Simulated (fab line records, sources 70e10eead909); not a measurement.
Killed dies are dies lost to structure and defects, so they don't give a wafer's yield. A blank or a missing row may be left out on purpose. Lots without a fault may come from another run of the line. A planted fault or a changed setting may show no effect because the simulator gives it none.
A struck lot beside a sound one | flow nand_harc | 39 steps out of a route of 1159
Sound: wafers L140.2, L140.4, L140.5. Struck: wafers L134.3, L134.4, L134.6. The cause comes at the end.
At each step with rows: each side's tool, then ch and its chambers, then its first start. Under that, the readings that differ: sound wafers | struck wafers | difference of the means | sigmas: that difference in standard deviations of wafers without a fault.
alike: readings whose means differ by less than 2 such deviations, and words and numbers that are the same on both sides. not compared: withheld readings, readings that some wafer has no value for, bounds like >300 that may hide the same value, and numbers for which the record gives no deviation and whose values overlap.
The two part at a step that has a row with sigmas, a row that says differs or no value, or rows on one side only. Numbers that don't overlap but have no deviation are shown without sigmas and don't part them. A reading that every wafer of one side lacks parts them only if that side has two wafers or more.

first, 8 steps without rows for these wafers: NHARC_A_STAIRCASE_SOFTBAKE_284 (time 170 s); NHARC_A_STAIRCASE_EBR_285; NHARC_A_STAIRCASE_EXPOSE_286 (exposes mask CHOP 100); NHARC_A_STAIRCASE_PEB_287 (peb time 130 s); NHARC_A_STAIRCASE_DEVELOP_288 (time 140 s); NHARC_A_STAIRCASE_HARDBAKE_290 (time 140 s); NHARC_A_STAIRCASE_DESCUM_291 (chemistry O2, time 3 s); NHARC_A_STAIRCASE_ETCH_292 (etches the open film in CF4/CHF3).
NHARC_A_STAIRCASE_HM_OPEN_460: chemistry O2/COS.
  sound on rie_diel-01 ch 1,2,3; struck on rie_diel-03 ch 0,1
  alike: drypump_motor_current_A, oes_product_au, rf_vpp_V, showerhead_plenum_p_Torr, throttle_valve_pct
  not compared: rf_hours_counter_h
then, 1 step without rows for these wafers: NHARC_A_STAIRCASE_STRIP_461 (strips in O2/COS).
NHARC_A_STAIRCASE_ETCH_452: etches the open film in CF4/O2, target depth 30 nm, overetch 3 nm, time 16.5 s.
  sound on rie_diel-01 ch 0,1,2; struck on rie_diel-03 ch 1,2,3
  alike: drypump_motor_current_A, oes_product_au, rf_vpp_V, showerhead_plenum_p_Torr, throttle_valve_pct
  not compared: rf_hours_counter_h
NHARC_A_STAIRCASE_ETCH_294: etches the open film in C4F8/O2/Ar, target depth 4992 nm, time 1212.4 s.
  sound on rie_diel-01 ch 0,2,3, day 13 18:58; struck on rie_diel-03 ch 0,3, day 12 04:20
  alike: oes_product_au, rf_vpp_V
  not compared: rf_hours_counter_h
NHARC_A_STAIRCASE_STRIP_295: strips in O2.
  sound on rie_diel-01 ch 0,1,3; struck on rie_diel-03 ch 0,2,3
  alike: drypump_motor_current_A, oes_product_au, rf_vpp_V, showerhead_plenum_p_Torr, throttle_valve_pct
  not compared: rf_hours_counter_h
then, 14 steps without rows for these wafers: NHARC_A_STAIRCASE_STRIP_296 (strips in SPM, time 900 s); NHARC_A_STAIRCASE_PRECLEAN_297 (cleans in SC1); NHARC_A_STAIRCASE_SRD_298; NHARC_A_STAIRCASE_HM_DEP_462 (deposits aC, target thk 800 nm); NHARC_A_STAIRCASE_DEP_301 (deposits SiON, target thk 30 nm); NHARC_A_STAIRCASE_DEHYDRATE_302 (time 120 s); NHARC_A_STAIRCASE_HMDS_303 (time 30 s); NHARC_A_STAIRCASE_COAT_304; NHARC_A_STAIRCASE_SOFTBAKE_305 (time 170 s); NHARC_A_STAIRCASE_EBR_306; NHARC_A_STAIRCASE_EXPOSE_307 (exposes mask CHOP 50); NHARC_A_STAIRCASE_PEB_308 (peb time 130 s); NHARC_A_STAIRCASE_DEVELOP_309 (time 140 s); NHARC_A_STAIRCASE_HARDBAKE_311 (time 140 s).
NHARC_A_STAIRCASE_DESCUM_312: chemistry O2, time 3 s.
  sound on rie_diel-08 ch 0,1, day 14 00:34; struck on rie_diel-08 ch 0,2,3, day 12 09:34
  alike: drypump_motor_current_A, oes_product_au, rf_vpp_V, showerhead_plenum_p_Torr, throttle_valve_pct
  not compared: rf_hours_counter_h
then, 1 step without rows for these wafers: NHARC_A_STAIRCASE_ETCH_313 (etches the open film in CF4/CHF3).
NHARC_A_STAIRCASE_HM_OPEN_463: chemistry O2/COS.
  sound on rie_diel-08 ch 0,1,3; struck on rie_diel-08 ch 0,1,3
  alike: drypump_motor_current_A, oes_product_au, rf_vpp_V, showerhead_plenum_p_Torr, throttle_valve_pct
  not compared: rf_hours_counter_h
then, 8 steps without rows for these wafers: NHARC_A_STAIRCASE_STRIP_464 (strips in O2/COS); NHARC_A_STAIRCASE_ETCH_453 (etches the open film in CF4/O2, target depth 30 nm, overetch 3 nm, time 16.5 s); NHARC_A_STAIRCASE_ETCH_315 (etches the open film in C4F8/O2/Ar, target depth 2500 nm, time 607.1 s); NHARC_A_STAIRCASE_STRIP_316 (strips in O2); NHARC_A_STAIRCASE_STRIP_317 (strips in SPM, time 900 s); NHARC_A_STAIRCASE_PRECLEAN_318 (cleans in SC1); NHARC_A_STAIRCASE_SRD_329; NHARC_A_STAIRCASE_ALD_415 (deposits SiO2, target thk 30 nm, pulse time 6 s, ald cycles 300).
-- the record jumps here: 8 days lie between the struck wafers' starts before and after (it left off in module A_STAIRCASE and takes up again in module END, whose first step shown is number 1159 of the route) --
NHARC_END_SORT_01:
  the record has rows for the struck wafers here (prober-02 ch 0, day 20 18:17) and none for the sound ones

WHERE THEY PART
Only at NHARC_END_SORT_01, within this record.

WHY: what the simulator had put in
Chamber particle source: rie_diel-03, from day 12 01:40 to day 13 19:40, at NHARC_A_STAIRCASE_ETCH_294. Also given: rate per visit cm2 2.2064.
